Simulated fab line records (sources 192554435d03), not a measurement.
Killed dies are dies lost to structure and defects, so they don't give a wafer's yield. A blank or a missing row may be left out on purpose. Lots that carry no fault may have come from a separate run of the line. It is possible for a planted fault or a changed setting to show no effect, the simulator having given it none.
fab line records    flow n5-finfet
record lots=7  wafers=21  last-day=17
route steps=1938 shown BEOL_M3@995 BEOL_M4@1111 PASSIVATION@1936
lots untouched by any fault: they come from a run of this same line in which no faults occurred
start-h: hours from the record's opening day to when the first of the lot's shown wafers began    wait-h: hours since the lot's step before    " unchanged from the row above    L1.1+2: one row covering several wafers at once    - no value present, or no start provided    * or withheld: withheld    < > ~ a bound
route shown NAME@n: NAME is a module with steps in the file, n the number in the route of the first one    usual: mean/standard deviation taken from wafers without a fault    same: alike in all rows    chamber/n: place in a boat    sites: per-site readings    _std_site: how widely they spread, as a standard deviation    _edge_site: the outer-site mean with the inner-site mean subtracted    radius-mm: how far each site lies from the wafer's centre    mask NAME#n: copy n    behind: tool/chamber where the wafer was last shaped    hold: what put the lot on hold/how long, in hours/how the hold closed    device: names the non-switching transistor (n, p or np)    end of line: the route-end tests of the same wafers    where a step has no rows: the recipe by itself    killed: dies lost to structure and defects at the first sort, not the wafer's yield    map: per-die view of a wafer (x killed, . not killed, _ where there is no die)
set.NAME: setting as actually run; set.NAME@STEP: the setting as run at that earlier step    model.NAME: the simulator's own value behind a step, which no gauge read
certain route steps with their lots: each step a table, each wafer a row
services: when a tool's chamber went out of use (start-h, in hours from the record's first day, below 0 if earlier), for how many hours, and the reason
## steps
# step N5_BEOL_M3_ANNEAL_49
# recipe temp-c=400  time-s=240  ambient=vacuum
# step N5_BEOL_M3_SPUTTER_79
# recipe material=Cu  target-thk-a=45  temp-c=-20  chamber-pressure-pa=0.07  power-w=withheld  time-s=8.29
# usual throttle-valve-pct=29.6/1.2
# same time-s=8.29
lot.wafer  tool            chamber  start-h  wait-h  throttle-valve-pct
L881.1     pvd-sputter-01  -        198.69   0.1     31.2
L881.2     "               -        "        "       31.1
L881.6     "               -        "        "       27.7
L885.4     pvd-sputter-02  -        226.66   0.1     30.2
L885.5     "               -        "        "       28.8
L885.6     "               -        "        "       29.2
L889.3     pvd-sputter-01  -        231.65   0.1     27.8
L889.4     "               -        "        "       31.4
L889.6     "               -        "        "       29.0
L887.2     pvd-sputter-03  -        231.81   0.1     30.9
L887.4     "               -        "        "       29.6
L887.6     "               -        "        "       28.8
L895.3     pvd-sputter-01  -        279.52   0.1     31.1
L895.4     "               -        "        "       29.5
L895.6     "               -        "        "       27.7
L894.1     pvd-sputter-01  -        283.14   0.1     27.5
L894.2     "               -        "        "       31.2
L894.6     "               -        "        "       28.9
L896.3     pvd-sputter-01  -        289.44   0.1     27.3
L896.4     "               -        "        "       29.3
L896.6     "               -        "        "       30.8
# step N5_BEOL_M3_ANNEAL_80
# recipe temp-c=400  time-s=240  ambient=vacuum
# usual heater-power-w=928/63  susceptor-temp-C=400.01/0.22
# same time-s=240
lot.wafer  tool            chamber  start-h  wait-h  heater-power-w  susceptor-temp-C
L881.1     pvd-sputter-01  -        198.77   0.0     960             399.88
L881.2     "               -        "        "       878             400.06
L881.6     "               -        "        "       941             399.70
L885.4     pvd-sputter-02  -        226.74   0.0     880             400.28
L885.5     "               -        "        "       843             399.83
L885.6     "               -        "        "       831             400.11
L889.3     pvd-sputter-01  -        231.73   0.0     941             400.05
L889.4     "               -        "        "       872             399.78
L889.6     "               -        "        "       1011            399.99
L887.2     pvd-sputter-03  -        231.89   0.0     897             399.93
L887.4     "               -        "        "       967             399.88
L887.6     "               -        "        "       931             400.38
L895.3     pvd-sputter-01  -        279.60   0.0     1011            400.45
L895.4     "               -        "        "       1031            400.07
L895.6     "               -        "        "       926             400.11
L894.1     pvd-sputter-01  -        283.22   0.0     930             399.91
L894.2     "               -        "        "       879             399.98
L894.6     "               -        "        "       1015            400.06
L896.3     pvd-sputter-01  -        289.52   0.0     939             400.01
L896.4     "               -        "        "       1017            400.23
L896.6     "               -        "        "       1005            400.13
# step N5_BEOL_M3_SPUTTER_81
# recipe material=Cu  target-thk-a=45  temp-c=-20  chamber-pressure-pa=0.07  power-w=withheld  time-s=8.29
# step N5_BEOL_M3_ANNEAL_82
# recipe temp-c=400  time-s=240  ambient=vacuum
# usual heater-power-w=927/65  susceptor-temp-C=400.02/0.21
# same time-s=240
lot.wafer  tool            chamber  start-h  wait-h  heater-power-w  susceptor-temp-C
L881.1     pvd-sputter-01  -        198.99   0.0     1003            400.00
L881.2     "               -        "        "       892             400.19
L881.6     "               -        "        "       943             400.27
L885.4     pvd-sputter-02  -        226.96   0.0     878             400.00
L885.5     "               -        "        "       862             400.39
L885.6     "               -        "        "       832             400.12
L889.3     pvd-sputter-01  -        231.95   0.0     938             399.99
L889.4     "               -        "        "       879             400.28
L889.6     "               -        "        "       1015            399.94
L887.2     pvd-sputter-03  -        232.11   0.0     857             400.05
L887.4     "               -        "        "       967             399.79
L887.6     "               -        "        "       926             399.88
L895.3     pvd-sputter-01  -        279.82   0.0     992             399.71
L895.4     "               -        "        "       1037            399.69
L895.6     "               -        "        "       920             400.01
L894.1     pvd-sputter-01  -        283.44   0.0     940             399.90
L894.2     "               -        "        "       873             400.15
L894.6     "               -        "        "       1006            399.88
L896.3     pvd-sputter-01  -        289.74   0.0     950             400.39
L896.4     "               -        "        "       1023            399.99
L896.6     "               -        "        "       993             400.17
# step N5_BEOL_M3_SPUTTER_86
# recipe material=Cu  target-thk-a=45  temp-c=-20  chamber-pressure-pa=0.07  power-w=withheld  time-s=8.29
# step N5_BEOL_M3_ANNEAL_87
# recipe temp-c=400  time-s=240  ambient=vacuum
# step N5_BEOL_M3_SPUTTER_88
# recipe material=Cu  target-thk-a=45  temp-c=-20  chamber-pressure-pa=0.07  power-w=withheld  time-s=8.29
# step N5_BEOL_M3_ANNEAL_89
# recipe temp-c=400  time-s=240  ambient=vacuum
# step N5_BEOL_M3_SPUTTER_90
# recipe material=Cu  target-thk-a=45  temp-c=-20  chamber-pressure-pa=0.07  power-w=withheld  time-s=8.29
# usual throttle-valve-pct=29.7/1.2
# same time-s=8.29
lot.wafer  tool            chamber  start-h  wait-h  throttle-valve-pct
L881.1     pvd-sputter-01  -        199.57   0.1     30.7
L881.2     "               -        "        "       31.2
L881.6     "               -        "        "       27.5
L885.4     pvd-sputter-02  -        227.54   0.1     30.2
L885.5     "               -        "        "       28.7
L885.6     "               -        "        "       29.0
L889.3     pvd-sputter-01  -        232.53   0.1     27.8
L889.4     "               -        "        "       31.4
L889.6     "               -        "        "       29.3
L887.2     pvd-sputter-03  -        232.69   0.1     31.0
L887.4     "               -        "        "       29.8
L887.6     "               -        "        "       28.7
L895.3     pvd-sputter-01  -        280.40   0.1     31.0
L895.4     "               -        "        "       29.2
L895.6     "               -        "        "       27.5
L894.1     pvd-sputter-01  -        284.02   0.1     27.5
L894.2     "               -        "        "       31.1
L894.6     "               -        "        "       29.2
L896.3     pvd-sputter-01  -        290.32   0.1     27.8
L896.4     "               -        "        "       29.5
L896.6     "               -        "        "       30.8
# step N5_BEOL_M3_ANNEAL_91
# recipe temp-c=400  time-s=240  ambient=vacuum
# usual heater-power-w=927/66  susceptor-temp-C=400.03/0.2
# same time-s=240
lot.wafer  tool            chamber  start-h  wait-h  heater-power-w  susceptor-temp-C
L881.1     pvd-sputter-01  -        199.65   0.0     997             399.80
L881.2     "               -        "        "       903             400.34
L881.6     "               -        "        "       921             399.97
L885.4     pvd-sputter-02  -        227.62   0.0     863             399.84
L885.5     "               -        "        "       885             399.91
L885.6     "               -        "        "       811             400.24
L889.3     pvd-sputter-01  -        232.61   0.0     918             399.97
L889.4     "               -        "        "       857             399.97
L889.6     "               -        "        "       1036            399.88
L887.2     pvd-sputter-03  -        232.77   0.0     879             399.66
L887.4     "               -        "        "       990             399.89
L887.6     "               -        "        "       905             400.06
L895.3     pvd-sputter-01  -        280.48   0.0     995             400.03
L895.4     "               -        "        "       1034            399.93
L895.6     "               -        "        "       927             399.90
L894.1     pvd-sputter-01  -        284.10   0.0     920             399.94
L894.2     "               -        "        "       868             400.09
L894.6     "               -        "        "       1000            400.12
L896.3     pvd-sputter-01  -        290.40   0.0     950             400.42
L896.4     "               -        "        "       1001            400.23
L896.6     "               -        "        "       1011            400.25
# step N5_BEOL_M3_SPUTTER_92
# recipe material=Cu  target-thk-a=45  temp-c=-20  chamber-pressure-pa=0.07  power-w=withheld  time-s=8.29
# step N5_BEOL_M3_ANNEAL_93
# recipe temp-c=400  time-s=240  ambient=vacuum
# usual heater-power-w=927/67  susceptor-temp-C=399.99/0.22  time-s=240/0
lot.wafer  tool            chamber  start-h  wait-h  heater-power-w  susceptor-temp-C  time-s
L881.1     pvd-sputter-01  -        199.87   0.0     989             399.70            240
L881.2     "               -        "        "       891             399.75            240
L881.6     "               -        "        "       908             400.16            240
L885.4     pvd-sputter-02  -        227.84   0.0     -               -                 -
L885.5     "               -        "        "       -               -                 -
L885.6     "               -        "        "       -               -                 -
L889.3     pvd-sputter-01  -        232.83   0.0     -               -                 -
L889.4     "               -        "        "       -               -                 -
L889.6     "               -        "        "       -               -                 -
L887.2     pvd-sputter-03  -        232.99   0.0     -               -                 -
L887.4     "               -        "        "       -               -                 -
L887.6     "               -        "        "       -               -                 -
L895.3     pvd-sputter-01  -        280.70   0.0     1021            399.99            240
L895.4     "               -        "        "       1037            400.16            240
L895.6     "               -        "        "       929             399.97            240
L894.1     pvd-sputter-01  -        284.32   0.0     951             400.02            240
L894.2     "               -        "        "       892             400.31            240
L894.6     "               -        "        "       1050            399.83            240
L896.3     pvd-sputter-01  -        290.62   0.0     946             400.01            240
L896.4     "               -        "        "       1027            399.84            240
L896.6     "               -        "        "       983             400.04            240
# step N5_BEOL_M3_SPUTTER_94
# recipe material=Cu  target-thk-a=45  temp-c=-20  chamber-pressure-pa=0.07  power-w=withheld  time-s=8.29
# step N5_BEOL_M4_RC_MEAS_101
# usual DIBL_N=35.3/2.5  DIBL_P=35/3.3  IOFF_N=0.15/0.049  IOFF_P=0.20/0.056  ION_N=673/16  ION_P=462/10  SS_N=71.2/0.85  SS_P=73.0/0.97  VT_N=252/4.9  VT_P=-251/5
lot.wafer  tool       chamber  start-h  wait-h  DIBL_N[mV/V]  DIBL_P[mV/V]  IOFF_N[nA/um]  IOFF_P[nA/um]  ION_N[uA/um]  ION_P[uA/um]  SS_N[mV/dec]  SS_P[mV/dec]  VT_N[mV]  VT_P[mV]
L881.1     prober-01  0        219.19   0.0     40.1          42            0.26           0.34           707           481           72.7          75.6          243       -243
L881.2     "          0        "        "       32.1          32            0.10           0.16           666           461           70.6          71.6          254       -250
L881.6     "          0        "        "       33.1          32            0.11           0.16           671           459           70.9          72.6          256       -255
L885.4     prober-01  0        242.56   0.5     33.8          35            0.13           0.20           671           466           70.9          72.3          254       -248
L885.5     "          0        "        "       34.0          35            0.12           0.20           656           461           71.4          72.9          250       -250
L885.6     "          0        "        "       35.8          36            0.15           0.21           669           460           71.0          72.8          248       -249
L887.2     prober-02  0        245.39   0.2     34.1          34            0.12           0.16           660           451           70.8          72.9          254       -253
L887.4     "          0        "        "       33.9          33            0.11           0.15           647           444           71.1          72.8          255       -255
L887.6     "          0        "        "       33.5          33            0.11           0.14           670           456           71.1          72.7          258       -252
L889.3     prober-01  0        245.41   0.3     32.9          31            0.11           0.18           665           466           70.6          71.7          256       -247
L889.4     "          0        "        "       35.1          35            0.14           0.25           693           486           71.6          72.4          248       -243
L889.6     "          0        "        "       32.9          33            0.12           0.21           689           485           71.3          72.2          251       -243
L895.3     prober-02  0        292.50   0.3     35.4          35            0.12           0.16           663           454           70.5          72.1          254       -254
L895.4     "          0        "        "       35.3          34            0.13           0.16           670           451           71.0          72.5          253       -254
L895.6     "          0        "        "       31.1          30            0.08           0.11           645           447           69.2          71.3          260       -257
L894.1     prober-01  0        296.93   0.0     35.4          34            0.13           0.18           655           457           70.7          72.7          253       -250
L894.2     "          0        "        "       32.5          32            0.11           0.17           658           458           69.9          73.1          254       -252
L894.6     "          0        "        "       33.8          33            0.12           0.17           659           456           70.6          73.9          253       -251
L896.3     prober-02  0        312.68   0.3     33.6          31            0.09           0.12           655           450           69.8          71.7          261       -259
L896.4     "          0        "        "       36.0          34            0.11           0.15           661           451           70.6          73.6          257       -259
L896.6     "          0        "        "       33.1          30            0.08           0.11           645           448           70.3          71.6          259       -262
# step N5_PASSIVATION_PROBE_49
# usual defect-limited-yield=91.3/1.4  killed_at_M0_to_M3=33/9.9  killed_at_M4_up=15/5.6  killed-at-contacts=13/5.7  killed-at-front-end=38/12  killed-at-other=4/3.1  killed-dies=103/17  killed-open=66/13  killed-short=32/7.8  sort_bin_5_function=5.1/0.95  sort_bin_6_memory=3.2/0.68  sort-n-pass=1077/17  sort-yield-pct=91.3/1.5
# same gross-dies=1180  killed-at-back-side=0  sort_bin_4_leakage[%]=0  sort_bin_8_speed[%]=0
lot.wafer  tool       chamber  start-h  wait-h  defect-limited-yield[%]  killed_at_M0_to_M3  killed_at_M4_up  killed-at-contacts  killed-at-front-end  killed-at-other  killed-dies  killed-open  killed-short  sort_bin_5_function[%]  sort_bin_6_memory[%]  sort-n-pass  sort-yield-pct[%]
L881.1     prober-02  -        321.17   0.0     89.3                     33                  21               16                  53                   3                126          89           35            6.4                     3.8                   1054         89.3
L881.2     prober-02  -        321.22   0.1     89.6                     36                  13               16                  55                   3                123          77           41            6.1                     4.0                   1057         89.6
L881.6     prober-02  -        321.42   0.3     91.3                     26                  20               21                  33                   3                103          73           28            5.5                     3.1                   1077         91.3
L889.3     prober-01  -        350.44   0.1     92.4                     36                  9                25                  20                   0                90           60           26            4.9                     2.5                   1090         92.4
L889.4     prober-01  -        350.49   0.2     92.2                     48                  10               13                  21                   0                92           61           28            5.1                     2.4                   1088         92.2
L889.6     prober-01  -        350.59   0.3     91.4                     36                  10               25                  21                   9                101          60           38            4.7                     3.3                   1079         91.4
L885.4     prober-02  -        355.08   0.2     90.8                     48                  12               13                  36                   0                109          79           27            5.8                     3.4                   1071         90.8
L885.5     prober-02  -        355.13   0.2     90.4                     32                  15               11                  55                   0                113          72           37            6.0                     3.1                   1067         90.4
L885.6     prober-02  -        355.18   0.3     89.9                     22                  22               22                  48                   5                119          84           33            6.3                     3.6                   1061         89.9
L887.2     prober-01  -        356.44   0.1     90.1                     46                  12               21                  37                   1                117          79           37            5.4                     4.3                   1063         90.1
L887.4     prober-01  -        356.54   0.2     90.5                     36                  14               21                  33                   8                112          76           30            6.3                     3.1                   1068         90.5
L887.6     prober-01  -        356.64   0.3     90.8                     45                  9                15                  35                   4                108          74           29            5.3                     3.6                   1072         90.8
L895.3     prober-02  -        400.05   0.1     90.1                     29                  11               22                  40                   15               117          71           42            5.5                     3.7                   1063         90.1
L895.4     prober-02  -        400.10   0.2     91.3                     27                  15               21                  37                   3                103          71           27            4.7                     3.7                   1077         91.3
L895.6     prober-02  -        400.20   0.3     92.1                     35                  16               15                  22                   5                93           65           24            4.2                     3.4                   1087         92.1
L894.1     prober-01  -        408.14   0.0     90.2                     32                  22               10                  52                   0                116          73           38            5.3                     4.1                   1064         90.2
L894.2     prober-01  -        408.19   0.1     91.9                     24                  16               5                   44                   6                95           57           35            5.2                     2.5                   1085         91.9
L894.6     prober-01  -        408.39   0.3     92.4                     33                  10               5                   42                   0                90           58           28            4.6                     2.7                   1090         92.4
L896.3     prober-01  -        419.10   0.1     90.4                     25                  12               13                  58                   5                113          65           43            5.0                     4.3                   1067         90.4
L896.4     prober-01  -        419.15   0.2     90.9                     44                  16               5                   34                   8                107          75           29            4.8                     3.6                   1073         90.9
L896.6     prober-01  -        419.25   0.3     89.6                     41                  10               18                  49                   5                123          76           43            5.8                     4.2                   1057         89.6
# killed by level:class
L881.1 FIN_SAQP:geometric-particle:open=17 FIN_SAQP:geometric-particle:short=14 MOL_CONTACT_COAG:geometric-particle:open=14 BEOL_M5:geometric-particle:open=9 BEOL_M2:geometric-particle:open=8 BEOL_M0_SAQP:geometric-particle:open=7 GATE_CUT:geometric-particle:short=6 BEOL_M1:geometric-particle:open=6
L881.2 FIN_SAQP:geometric-particle:open=15 FIN_SAQP:geometric-particle:short=15 BEOL_M0_SAQP:geometric-particle:short=13 MOL_CONTACT_COAG:geometric-particle:open=12 BEOL_M0_SAQP:geometric-particle:open=10 DUMMY_GATE:geometric-particle:open=8 STI_FIN_REVEAL:geometric-particle:open=6 BEOL_M2:geometric-particle:open=5
L881.6 MOL_CONTACT_COAG:geometric-particle:open=18 FIN_SAQP:geometric-particle:open=12 FIN_SAQP:geometric-particle:short=9 BEOL_M0_SAQP:geometric-particle:open=8 BEOL_M5:geometric-particle:open=7 BEOL_M2:geometric-particle:open=5 BEOL_M0_SAQP:geometric-particle:short=4 BEOL_M1:geometric-particle:open=4
L889.3 MOL_CONTACT_COAG:geometric-particle:open=21 BEOL_M0_SAQP:geometric-particle:open=9 BEOL_M2:geometric-particle:open=7 BEOL_M0_SAQP:geometric-particle:short=5 BEOL_M1:geometric-particle:short=5 FIN_SAQP:geometric-particle:short=4 DUMMY_GATE:geometric-particle:open=4 FIN_SAQP:geometric-particle:open=3
L889.4 MOL_CONTACT_COAG:geometric-particle:open=12 BEOL_M3:geometric-particle:open=10 BEOL_M0_SAQP:geometric-particle:short=9 BEOL_M0_SAQP:geometric-particle:open=8 BEOL_M2:geometric-particle:open=6 BEOL_M1:geometric-particle:short=5 FIN_SAQP:geometric-particle:open=4 STI_FIN_REVEAL:geometric-particle:open=4
L889.6 MOL_CONTACT_COAG:geometric-particle:open=19 BEOL_M0_SAQP:geometric-particle:short=11 BEOL_M2:geometric-particle:open=7 FIN_SAQP:geometric-particle:short=6 BEOL_M3:geometric-particle:open=6 BEOL_M0_SAQP:geometric-particle:open=5 PAD_METAL:geometric-particle:short=5 FIN_SAQP:geometric-particle:open=4
L885.4 STI_FIN_REVEAL:geometric-particle:open=14 MOL_CONTACT_COAG:geometric-particle:open=12 BEOL_M0_SAQP:geometric-particle:open=10 BEOL_M2:geometric-particle:open=9 BEOL_M0_SAQP:geometric-particle:short=8 BEOL_M3:geometric-particle:open=8 FIN_SAQP:geometric-particle:open=5 FIN_SAQP:geometric-particle:short=4
L885.5 STI_FIN_REVEAL:geometric-particle:open=12 BEOL_M2:geometric-particle:open=9 FIN_SAQP:geometric-particle:open=8 MOL_CONTACT_COAG:geometric-particle:open=8 FIN_SAQP:geometric-particle:short=7 GATE_CUT:geometric-particle:short=6 BEOL_M3:geometric-particle:open=6 BEOL_M0_SAQP:geometric-particle:short=4
L885.6 MOL_CONTACT_COAG:geometric-particle:open=19 FIN_SAQP:geometric-particle:open=12 FIN_SAQP:geometric-particle:short=10 BEOL_M3:geometric-particle:open=9 BEOL_M7:geometric-particle:open=7 GATE_CUT:geometric-particle:short=6 BEOL_M5:geometric-particle:open=5 GATE_CUT:geometric-particle:open=5
L887.2 MOL_CONTACT_COAG:geometric-particle:open=14 BEOL_M1:geometric-particle:open=14 FIN_SAQP:geometric-particle:open=8 STI_FIN_REVEAL:geometric-particle:open=8 BEOL_M0_SAQP:geometric-particle:open=7 MOL_CONTACT_COAG:geometric-particle:short=7 BEOL_M0_SAQP:geometric-particle:short=7 BEOL_M4:geometric-particle:open=6
L887.4 MOL_CONTACT_COAG:geometric-particle:open=17 BEOL_M3:geometric-particle:open=10 BEOL_M1:geometric-particle:open=8 FIN_SAQP:geometric-particle:open=7 STI_FIN_REVEAL:geometric-particle:open=7 FIN_SAQP:geometric-particle:short=6 STARTING-WAFER:geometric-particle:short=5 BEOL_M4:geometric-particle:open=5
L887.6 BEOL_M2:geometric-particle:open=17 MOL_CONTACT_COAG:geometric-particle:open=13 BEOL_M0_SAQP:geometric-particle:open=7 FIN_SAQP:geometric-particle:open=6 GATE_CUT:geometric-particle:short=6 BEOL_M0_SAQP:geometric-particle:short=5 BEOL_M0:geometric-particle:open=5 BEOL_M3:geometric-particle:open=5
L895.3 MOL_CONTACT_COAG:geometric-particle:open=13 GATE_CUT:geometric-particle:short=8 BEOL_M0_SAQP:geometric-particle:short=8 MOL_CONTACT_COAG:geometric-particle:short=7 BEOL_M0_SAQP:geometric-particle:open=7 DUMMY_GATE:geometric-particle:open=6 FIN_SAQP:geometric-particle:short=5 STI_FIN_REVEAL:geometric-particle:open=5
L895.4 MOL_CONTACT_COAG:geometric-particle:open=18 FIN_SAQP:geometric-particle:open=10 STI_FIN_REVEAL:geometric-particle:open=10 BEOL_M0_SAQP:geometric-particle:short=8 BEOL_M0_SAQP:geometric-particle:open=8 BEOL_M4:geometric-particle:open=4 FIN_SAQP:geometric-particle:short=3 ILD0:geometric-particle:short=3
L895.6 BEOL_M3:geometric-particle:open=13 MOL_CONTACT_COAG:geometric-particle:open=13 BEOL_M0_SAQP:geometric-particle:open=6 GATE_CUT:geometric-particle:short=5 BEOL_M0_SAQP:geometric-particle:short=4 BEOL_M3:geometric-particle:short=4 BEOL_M4:geometric-particle:open=4 BEOL_M5:geometric-particle:open=4
L894.1 FIN_SAQP:geometric-particle:short=16 FIN_SAQP:geometric-particle:open=9 MOL_CONTACT_COAG:geometric-particle:open=8 BEOL_M0_SAQP:geometric-particle:open=8 BEOL_M0_SAQP:geometric-particle:short=7 STI_FIN_REVEAL:geometric-particle:open=6 BEOL_M3:geometric-particle:open=6 BEOL_M5:geometric-particle:open=6
L894.2 DUMMY_GATE:geometric-particle:open=10 FIN_SAQP:geometric-particle:short=8 BEOL_M0_SAQP:geometric-particle:short=8 FIN_SAQP:geometric-particle:open=6 BEOL_M0_SAQP:geometric-particle:open=5 BEOL_M5:geometric-particle:short=4 MOL_CONTACT_COAG:geometric-particle:open=4 STARTING-WAFER:geometric-particle:open=4
L894.6 FIN_SAQP:geometric-particle:open=12 BEOL_M1:geometric-particle:open=10 BEOL_M0_SAQP:geometric-particle:short=8 FIN_SAQP:geometric-particle:short=6 BEOL_M0_SAQP:geometric-particle:open=6 DUMMY_GATE:geometric-particle:open=5 STI_FIN_REVEAL:geometric-particle:open=4 MOL_CONTACT_COAG:geometric-particle:open=4
L896.3 GATE_CUT:geometric-particle:short=10 STI_FIN_REVEAL:geometric-particle:open=9 FIN_SAQP:geometric-particle:open=8 MOL_CONTACT_COAG:geometric-particle:open=8 DUMMY_GATE:geometric-particle:open=7 BEOL_M0_SAQP:geometric-particle:short=7 BEOL_M0_SAQP:geometric-particle:open=6 FIN_SAQP:geometric-particle:short=5
L896.4 STI_FIN_REVEAL:geometric-particle:open=13 BEOL_M0_SAQP:geometric-particle:open=9 BEOL_M1:geometric-particle:open=8 BEOL_M0_SAQP:geometric-particle:short=7 BEOL_M3:geometric-particle:open=7 BEOL_M4:geometric-particle:open=7 BEOL_M2:geometric-particle:open=6 FIN_SAQP:geometric-particle:open=5
L896.6 STI_FIN_REVEAL:geometric-particle:open=15 MOL_CONTACT_COAG:geometric-particle:open=11 BEOL_M0_SAQP:geometric-particle:short=10 BEOL_M0_SAQP:geometric-particle:open=10 FIN_SAQP:geometric-particle:open=6 BEOL_M3:geometric-particle:open=6 FIN_SAQP:geometric-particle:short=5 MOL_CONTACT_COAG:geometric-particle:short=5
## services
tool            chamber  start-h  hours  kind
pvd-sputter-03  -        216.20   4.0    repair
## key
first-sign step=N5_BEOL_M3_ANNEAL_93  reading=tool-record  direction=missing
effect none on later readings
met-at N5_BEOL_M3_ANNEAL_93
struck-wafers L885.4,L885.5,L885.6,L887.2,L887.4,L887.6,L889.3,L889.4,L889.6
onset-between 199.87 227.84
fault kind=skipped-step-whole  tool=pvd-sputter-01,pvd-sputter-02,pvd-sputter-03  chamber=-  onset-h=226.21  steps=N5_BEOL_M3_ANNEAL_93  scope=struck-lots-only
